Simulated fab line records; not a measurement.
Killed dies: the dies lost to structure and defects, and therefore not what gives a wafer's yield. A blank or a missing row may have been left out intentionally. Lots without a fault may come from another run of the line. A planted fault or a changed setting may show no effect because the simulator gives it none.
Matching of chambers | flow n5 finfet | rie diel-03 running N5_GATE_CUT_HM_OPEN_40: 4 sister chambers
The step chemistry C4F6/O2, target SiO2, target depth 139 nm, time 85.1 s. 4 wafers are shown with their chamber, then 9 later ones without.

## WAFERS PAIRED WITH THEIR CHAMBERS
wafer  | chamber | showerhead plenum p Torr (Torr)
L080.1 | 1       | 2.96
L089.3 | 0       | 2.90
L089.4 | 3       | 2.76
L089.6 | 2       | 3.03

## WAFERS WITHOUT THEIR CHAMBER
wafer  | showerhead plenum p Torr (Torr)
L090.2 | 2.90
L090.4 | 2.95
L090.6 | 2.90
L094.3 | 2.90
L094.4 | 2.75
L094.5 | 2.95
L097.2 | 2.75
L097.3 | 2.89
L097.5 | 2.75

## CHAMBER TAKEN BY EACH
wafer  | from the rows above | in truth
L090.2 | 0                   | 0
L090.4 | 1                   | 1
L090.6 | 0                   | 0
L094.3 | 0                   | 0
L094.4 | 3                   | 3
L094.5 | 1                   | 1
L097.2 | 3                   | 3
L097.3 | 0                   | 0
L097.5 | 3                   | 3
Placed correctly: 9 of 9. Number that these rows cannot place: 0. Wrongly placed: 0.
How it was worked out, from the rows above alone: a wafer's distance from a chamber is the root of the sum, over the readings, of the square of ((its reading less the chamber's mean) divided by the reading's scatter). The wafer belongs to the nearest chamber; if the next one is less than 2 further off, it can't be placed. For every chamber, the mean is computed from those of its wafers that are shown. The scatter: root of mean squared gap, hidden wafer to nearest shown wafer, with one shown wafer a chamber.
